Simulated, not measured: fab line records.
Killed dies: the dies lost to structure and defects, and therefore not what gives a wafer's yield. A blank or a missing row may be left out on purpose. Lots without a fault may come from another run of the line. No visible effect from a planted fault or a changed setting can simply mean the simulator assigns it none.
Split-lot study || flow n5-finfet || 21 wafers read from 7 lots, route of 1938 steps

== ABOUT THE SPLIT ==
At N5_BEOL_M5_ETCH_68 (etches SOC in N2/H2, target depth 80 nm, overetch 16 nm, time 120 s), the setting bias-w was moved away from the recipe's 150 W on 11 of the 21 wafers read, by -15.9% to +14.7%. This setting was run at the recipe's value on the other wafers.

The split's own step is where the reading is taken.

== THE READING ==
rf-vpp-V, in V, at N5_BEOL_M5_ETCH_68 (etches SOC in N2/H2, target depth 80 nm, overetch 16 nm, time 120 s). On this fab line, fault-free wafers typically give 523.4 V with a standard deviation of 2.2 V.

{"wafer": "L075.2", "tool, chamber at the split": "rie-diel-03, 2", "bias-w as run, W": 150, "against the recipe": "recipe", "rf-vpp-V, V": 518.8, "against lot-mates on the recipe": "-"}
{"wafer": "L075.3", "tool, chamber at the split": "rie-diel-03, 1", "bias-w as run, W": 150, "against the recipe": "recipe", "rf-vpp-V, V": 527.5, "against lot-mates on the recipe": "-"}
{"wafer": "L075.5", "tool, chamber at the split": "rie-diel-03, 1", "bias-w as run, W": 172, "against the recipe": "+14.7%", "rf-vpp-V, V": 573.8, "against lot-mates on the recipe": "+50.6"}
{"wafer": "L083.1", "tool, chamber at the split": "rie-diel-02, 0", "bias-w as run, W": 150, "against the recipe": "recipe", "rf-vpp-V, V": 524.3, "against lot-mates on the recipe": "-"}
{"wafer": "L083.2", "tool, chamber at the split": "rie-diel-02, 1", "bias-w as run, W": 150, "against the recipe": "recipe", "rf-vpp-V, V": 521.4, "against lot-mates on the recipe": "-"}
{"wafer": "L083.5", "tool, chamber at the split": "rie-diel-02, 2", "bias-w as run, W": 150, "against the recipe": "recipe", "rf-vpp-V, V": 524.2, "against lot-mates on the recipe": "-"}
{"wafer": "L087.2", "tool, chamber at the split": "rie-diel-02, 2", "bias-w as run, W": 150, "against the recipe": "recipe", "rf-vpp-V, V": 523.8, "against lot-mates on the recipe": "-"}
{"wafer": "L087.5", "tool, chamber at the split": "rie-diel-02, 3", "bias-w as run, W": 162.4, "against the recipe": "+8.3%", "rf-vpp-V, V": 551.3, "against lot-mates on the recipe": "+27.5"}
{"wafer": "L087.6", "tool, chamber at the split": "rie-diel-02, 0", "bias-w as run, W": 162.4, "against the recipe": "+8.3%", "rf-vpp-V, V": 551.1, "against lot-mates on the recipe": "+27.3"}
{"wafer": "L089.2", "tool, chamber at the split": "rie-diel-02, 0", "bias-w as run, W": 171.9, "against the recipe": "+14.6%", "rf-vpp-V, V": 569.8, "against lot-mates on the recipe": "no lot-mate on the recipe"}
{"wafer": "L089.5", "tool, chamber at the split": "rie-diel-02, 3", "bias-w as run, W": 171.9, "against the recipe": "+14.6%", "rf-vpp-V, V": 570.9, "against lot-mates on the recipe": "no lot-mate on the recipe"}
{"wafer": "L089.6", "tool, chamber at the split": "rie-diel-02, 2", "bias-w as run, W": 171.9, "against the recipe": "+14.6%", "rf-vpp-V, V": 569.9, "against lot-mates on the recipe": "no lot-mate on the recipe"}
{"wafer": "L094.1", "tool, chamber at the split": "rie-diel-02, 1", "bias-w as run, W": 150, "against the recipe": "recipe", "rf-vpp-V, V": 521.5, "against lot-mates on the recipe": "-"}
{"wafer": "L094.3", "tool, chamber at the split": "rie-diel-02, 0", "bias-w as run, W": 126.2, "against the recipe": "-15.9%", "rf-vpp-V, V": 468.7, "against lot-mates on the recipe": -52.8}
{"wafer": "L094.4", "tool, chamber at the split": "rie-diel-02, 2", "bias-w as run, W": 126.2, "against the recipe": "-15.9%", "rf-vpp-V, V": 468.3, "against lot-mates on the recipe": -53.2}
{"wafer": "L093.1", "tool, chamber at the split": "rie-diel-01, 0", "bias-w as run, W": 150, "against the recipe": "recipe", "rf-vpp-V, V": 523.9, "against lot-mates on the recipe": "-"}
{"wafer": "L093.2", "tool, chamber at the split": "rie-diel-01, 3", "bias-w as run, W": 136, "against the recipe": "-9.3%", "rf-vpp-V, V": 490.5, "against lot-mates on the recipe": -33.0}
{"wafer": "L093.5", "tool, chamber at the split": "rie-diel-01, 1", "bias-w as run, W": 150, "against the recipe": "recipe", "rf-vpp-V, V": 523.1, "against lot-mates on the recipe": "-"}
{"wafer": "L095.4", "tool, chamber at the split": "rie-diel-01, 2", "bias-w as run, W": 150, "against the recipe": "recipe", "rf-vpp-V, V": 520.9, "against lot-mates on the recipe": "-"}
{"wafer": "L095.5", "tool, chamber at the split": "rie-diel-01, 3", "bias-w as run, W": 131, "against the recipe": "-12.7%", "rf-vpp-V, V": 480.8, "against lot-mates on the recipe": -40.1}
{"wafer": "L095.6", "tool, chamber at the split": "rie-diel-01, 2", "bias-w as run, W": 131, "against the recipe": "-12.7%", "rf-vpp-V, V": 478.8, "against lot-mates on the recipe": -42.1}

THE FIT
A straight line over all 21 wafers: rf-vpp-V changes by +3.37 V for each +1% of bias-w; r = +1.00; the points scatter about the line by 1.9 V.
The same after taking each lot's own level away (the mean of its wafers on the recipe; 18 wafers): +3.35 V for each +1%; r = +1.00; scatter 1.8 V.
The reading moves by 53 V for the largest change in bias-w, on that fit.
Measured against the standard deviation above, the lots' own levels, which go from 520.90 to 523.80 V, span 1.3 times it.
Hence the lot-to-lot level has little effect on the slope; both slopes agree.
Check: for one of the wafers moved furthest among these (-15.9%), held out of the fit, the line's prediction against its lot-mates is -53.1 V. It came out at -52.8 V against them.
Tool readings at the split's step, against how far the setting was moved: rf-vpp-V r = +1.00.

== ADDITIONAL SPLITS CARRIED BY THESE WAFERS ==
These wafers also went through other splits before the reading. Each is held against what the fit with the lots' levels taken away leaves over:
{"other split on the same wafers": "N5_BEOL_M5_EXPOSE_25 dose-mj", "wafers away from the commonest value": 7, "r with rf-vpp-V (lot level and that fit taken away)": "+0.35"}

== THE FILE'S OWN FIT ==
rf-vpp-V changes by +3.37 V for each +1% of bias-w, r = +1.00.
